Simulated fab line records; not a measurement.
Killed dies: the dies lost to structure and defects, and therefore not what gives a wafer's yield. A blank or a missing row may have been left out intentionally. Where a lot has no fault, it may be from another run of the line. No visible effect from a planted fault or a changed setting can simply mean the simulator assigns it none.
Split-lot study	flow n5Finfet	21 wafers read from 7 lots, route of 1938 steps

== THE SPLIT ITSELF ==
At N5_BEOL_M0_SAQP_EXPOSE_11 (exposes mask M0 CORE, target cd 42 nm), the setting doseMj was moved away from the recipe's 55 on 7 of the 21 wafers read, by -3.2% to +5.0%. All remaining wafers had this setting at the recipe value.

== FROM THE SPLIT TO THE READING: what the file shows between them, 2 steps ==
- N5_BEOL_M0_SAQP_PEB_12: peb time 60 s
- N5_BEOL_M0_SAQP_DEVELOP_13: develop time 30 s

== THE READING ==
cdNm, in nm, at N5_BEOL_M0_SAQP_CD_MEAS_14 (target cd 42.5 nm). A value of 42.5 nm with a standard deviation of 0.32 nm is what fault-free wafers of this fab line usually give.

wafer	tool, chamber at the split	doseMj as run	against the recipe	cdNm, nm	against lot-mates on the recipe
L077.2	arfiScanner-03, 0	55	recipe	42.6	-
L077.4	arfiScanner-03, 0	55	recipe	42.7	-
L077.6	arfiScanner-03, 0	55	recipe	42.7	-
L081.2	arfiScanner-01, 0	55	recipe	41.8	-
L081.5	arfiScanner-01, 0	55	recipe	42.5	-
L081.6	arfiScanner-01, 0	55	recipe	42.5	-
L082.4	arfiScanner-01, 0	55	recipe	41.9	-
L082.5	arfiScanner-01, 0	57.75	+5.0%	40.8	-1.2
L082.6	arfiScanner-01, 0	55	recipe	42.2	-
L086.1	arfiScanner-03, 0	57.38	+4.3%	41.1	-1.1
L086.3	arfiScanner-03, 0	55	recipe	42.2	-
L086.6	arfiScanner-03, 0	57.38	+4.3%	41.6	-0.6
L087.1	arfiScanner-01, 0	55	recipe	42.1	-
L087.4	arfiScanner-01, 0	57.49	+4.5%	41.0	-1.1
L087.6	arfiScanner-01, 0	57.49	+4.5%	41.3	-0.8
L090.2	arfiScanner-01, 0	55	recipe	42.5	-
L090.3	arfiScanner-01, 0	53.23	-3.2%	43.0	+0.5
L090.6	arfiScanner-01, 0	53.23	-3.2%	43.6	+1.1
L095.1	arfiScanner-02, 0	55	recipe	42.6	-
L095.3	arfiScanner-02, 0	55	recipe	42.8	-
L095.4	arfiScanner-02, 0	55	recipe	42.6	-

THE FIT
A straight line over all 21 wafers: cdNm changes by -0.277 nm for each +1% of doseMj; r = -0.91; the points scatter about the line by 0.3 nm.
The same after taking each lot's own level away (the mean of its wafers on the recipe; 21 wafers): -0.223 nm for each +1%; r = -0.93; scatter 0.21 nm.
Per that fit: largest doseMj move, reading shift of 1.1 nm.
Across the lots, their own levels run from 42.05 to 42.67 nm, a range of 1.9 times the standard deviation given above.
Thus the slope moves with the lot-to-lot level: the two fits are different.
Check: for one of the wafers moved furthest among these (+5.0%), held out of the fit, the line's prediction against its lot-mates is -1.06 nm. It came out at -1.25 nm against them.

== THE OTHER SPLITS THESE WAFERS WENT THROUGH ==
Before the reading, these wafers also passed through other splits. Each is held against what the fit with the lots' levels taken away leaves over:
other split on the same wafers	wafers away from the commonest value	r with cdNm (lot level and that fit taken away)
N5_HKMG_FIN_PEB_47 pebTimeS	2	-0.02
N5_GATE_CUT_COAT_34 spinRpm	7	+0.05
N5_MOL_CONTACT_COAG_PECVD_31 tempC	8	+0.00
N5_MOL_CONTACT_COAG_COAT_76 spinRpm	5	-0.20
N5_BEOL_M0_SAQP_PECVD_96 timeS	7	+0.00

== FILE'S OWN FIT ==
cdNm changes by -0.22 nm for each +1% of doseMj, r = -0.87.
